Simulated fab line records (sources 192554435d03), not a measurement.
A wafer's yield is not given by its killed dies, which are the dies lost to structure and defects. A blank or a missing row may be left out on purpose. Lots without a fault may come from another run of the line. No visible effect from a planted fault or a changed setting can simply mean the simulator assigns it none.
Split-lot experiment | flow n5 finfet | 21 wafers read across 7 lots, on a route 1938 steps long

ON THE SPLIT
At N5_BEOL_M9_EXPOSE_25 (exposes mask V8), the setting dose mj was moved away from the recipe's 37.25 on 7 of the 21 wafers read, by -1.9% to +6.2%. The other wafers ran this setting at the recipe's value.

FROM THE SPLIT TO THE READING: what the file shows between them, 2 steps
- N5_BEOL_M9_PEB_26: peb time 60 s
- N5_BEOL_M9_DEVELOP_27: develop time 30 s

THE READING
Shown in nm: cd nm at N5_BEOL_M9_CD_MEAS_28, with target cd 70 nm. Typical for fault-free wafers on this fab line: 70.03 nm, with standard deviation 0.26 nm.

wafer  | tool, chamber at the split | dose mj as run | against the recipe | cd nm, nm | against lot-mates on the recipe
L074.2 | euv scanner-01, 0          | 39.42          | +5.8%              | 71.65     | +1.21
L074.4 | euv scanner-01, 0          | 39.42          | +5.8%              | 71.21     | +0.77
L074.6 | euv scanner-01, 0          | 37.25          | recipe             | 70.44     | -
L077.1 | euv scanner-02, 0          | 37.25          | recipe             | 70.01     | -
L077.4 | euv scanner-02, 0          | 38.6           | +3.6%              | 71.02     | +0.79
L077.6 | euv scanner-02, 0          | 37.25          | recipe             | 70.45     | -
L078.1 | euv scanner-01, 0          | 39.55          | +6.2%              | 71.53     | +1.27
L078.2 | euv scanner-01, 0          | 37.25          | recipe             | 70.26     | -
L078.4 | euv scanner-01, 0          | 39.55          | +6.2%              | 71.43     | +1.17
L082.1 | euv scanner-02, 0          | 37.25          | recipe             | 69.67     | -
L082.2 | euv scanner-02, 0          | 37.25          | recipe             | 69.66     | -
L082.3 | euv scanner-02, 0          | 37.25          | recipe             | 69.96     | -
L083.2 | euv scanner-02, 0          | 37.25          | recipe             | 70.30     | -
L083.5 | euv scanner-02, 0          | 37.25          | recipe             | 70.71     | -
L083.6 | euv scanner-02, 0          | 37.25          | recipe             | 70.65     | -
L087.1 | euv scanner-02, 0          | 37.25          | recipe             | 69.63     | -
L087.2 | euv scanner-02, 0          | 36.53          | -1.9%              | 69.22     | -0.41
L087.4 | euv scanner-02, 0          | 36.53          | -1.9%              | 69.54     | -0.09
L093.1 | euv scanner-02, 0          | 37.25          | recipe             | 70.11     | -
L093.3 | euv scanner-02, 0          | 37.25          | recipe             | 70.29     | -
L093.5 | euv scanner-02, 0          | 37.25          | recipe             | 70.07     | -

THE FIT
A straight line over all 21 wafers: cd nm changes by +0.234 nm for each +1% of dose mj; r = +0.89; the points scatter about the line by 0.32 nm.
The same after taking each lot's own level away (the mean of its wafers on the recipe; 21 wafers): +0.182 nm for each +1%; r = +0.95; scatter 0.16 nm.
On that fit, the largest move of dose mj shifts the reading by 1.1 nm.
The span of the lots' own levels, 69.630 to 70.553 nm, comes to 3.6 times the standard deviation stated above.
Thus the slope moves with the lot-to-lot level: the two fits are different.
Check: for one of the wafers moved furthest among these (+6.2%), held out of the fit, the line's prediction against its lot-mates is +1.1 nm. Against them it came out at +1.27 nm.

FURTHER SPLITS ON THESE WAFERS
Note: prior to the reading, these wafers also went through further splits. Each is held against what the fit with the lots' levels taken away leaves over:
other split on the same wafers     | wafers away from the commonest value | r with cd nm (lot level and that fit taken away)
N5_BEOL_M8_TRENCH_ETCH_37 source w | 8                                    | +0.04
N5_BEOL_M9_ETCH_62 source w        | 6                                    | -0.04

THE FILE'S OWN FIT
cd nm changes by +0.187 nm for each +1% of dose mj, r = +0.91.
